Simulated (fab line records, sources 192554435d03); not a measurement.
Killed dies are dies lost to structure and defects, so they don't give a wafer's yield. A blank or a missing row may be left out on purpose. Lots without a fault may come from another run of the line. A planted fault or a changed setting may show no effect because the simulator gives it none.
Split-lot experiment | flow n5_finfet | 7 lots, 21 wafers read, on a route of 1938 steps

THE SPLIT
At N5_BEOL_M2_VIA_ETCH_34 (etches the open film in C4F6/O2, target depth 69.4 nm, time 65.9 s), the setting time_s was moved away from the recipe's 65.9 s on 7 of the 21 wafers read, by -18.9% to -8.1%. The other wafers ran this setting at the recipe's value.

The reading is taken at the split's own step.

THE READING
SOC_of_BEOL_M2_COAT_67.thk_nm (the simulator's own value, which no gauge read), in nm, at N5_BEOL_M2_VIA_ETCH_34 (etches the open film in C4F6/O2, target depth 69.4 nm, time 65.9 s). The file gives no usual value for it. The 14 wafers here that ran the recipe average 51.9 nm, standard deviation 0.22 nm.

wafer  | tool, chamber at the split | time_s as run, s | against the recipe | SOC_of_BEOL_M2_COAT_67.thk_nm, nm | against lot-mates on the recipe
L076.1 | rie_diel-05, 2             | 65.9             | recipe             | 51.8                              | -
L076.3 | rie_diel-05, 1             | 60.54            | -8.1%              | 52.2                              | +0.4
L076.5 | rie_diel-05, 1             | 60.54            | -8.1%              | 52.4                              | +0.6
L078.4 | rie_diel-06, 1             | 65.9             | recipe             | 52.2                              | -
L078.5 | rie_diel-06, 0             | 65.9             | recipe             | 51.8                              | -
L078.6 | rie_diel-06, 3             | 65.9             | recipe             | 51.8                              | -
L080.2 | rie_diel-05, 2             | 54.51            | -17.3%             | 53.2                              | +1.4
L080.4 | rie_diel-05, 1             | 65.9             | recipe             | 51.6                              | -
L080.6 | rie_diel-05, 0             | 65.9             | recipe             | 52                                | -
L081.4 | rie_diel-05, 3             | 53.46            | -18.9%             | 53.6                              | +1.8
L081.5 | rie_diel-05, 2             | 65.9             | recipe             | 51.8                              | -
L081.6 | rie_diel-05, 3             | 53.46            | -18.9%             | 53.6                              | +1.8
L084.1 | rie_diel-05, 1             | 56.22            | -14.7%             | 52.6                              | +0.8
L084.4 | rie_diel-05, 0             | 65.9             | recipe             | 52                                | -
L084.6 | rie_diel-05, 2             | 65.9             | recipe             | 51.6                              | -
L086.2 | rie_diel-06, 0             | 54.72            | -17.0%             | 53.8                              | +1.7
L086.5 | rie_diel-06, 0             | 65.9             | recipe             | 52.2                              | -
L086.6 | rie_diel-06, 3             | 65.9             | recipe             | 52                                | -
L092.2 | rie_diel-01, 2             | 65.9             | recipe             | 52                                | -
L092.3 | rie_diel-01, 1             | 65.9             | recipe             | 52.4                              | -
L092.4 | rie_diel-01, 3             | 65.9             | recipe             | 52                                | -

THE FIT
A straight line over all 21 wafers: SOC_of_BEOL_M2_COAT_67.thk_nm changes by -0.0814 nm for each +1% of time_s; r = -0.92; the points scatter about the line by 0.27 nm.
The same after taking each lot's own level away (the mean of its wafers on the recipe; 21 wafers): -0.0868 nm for each +1%; r = -0.96; scatter 0.21 nm.
On that fit, the largest move of time_s shifts the reading by 1.6 nm.
The lots' own levels span 51.80 to 52.13 nm, that is 1.5 times the standard deviation above.
So the lot-to-lot level changes the slope little: the two slopes agree.
Check: with one of the wafers moved furthest among these (-18.9%) left out of the fit, the line predicts +1.57 nm for it against its lot-mates. It came out at +1.8 nm against them.

OTHER SPLITS ON THESE WAFERS
These wafers also went through other splits before the reading. Each is held against what the fit with the lots' levels taken away leaves over:
other split on the same wafers | wafers away from the commonest value | r with SOC_of_BEOL_M2_COAT_67.thk_nm (lot level and that fit taken away)
N5_BEOL_M2_DESCUM_33 time_s    | 9                                    | +0.08

THE WHOLE CHAIN: every reading that the file lists as answering this split, in the file's order
step                   | what it does                                                       | reading                                                                        | change (the file's fit)               | r (the file's)
N5_BEOL_M2_VIA_ETCH_34 | etches the open film in C4F6/O2, target depth 69.4 nm, time 65.9 s | etch.depth_nm (the simulator's own value, which no gauge read)                 | +0.657 nm for each +1% of the setting | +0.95
N5_BEOL_M2_VIA_ETCH_34 | etches the open film in C4F6/O2, target depth 69.4 nm, time 65.9 s | SOC_of_BEOL_M2_COAT_67.thk_nm (the simulator's own value, which no gauge read) | -0.084 nm for each +1% of the setting | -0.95

THE FILE'S OWN FIT
SOC_of_BEOL_M2_COAT_67.thk_nm changes by -0.084 nm for each +1% of time_s, r = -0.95.
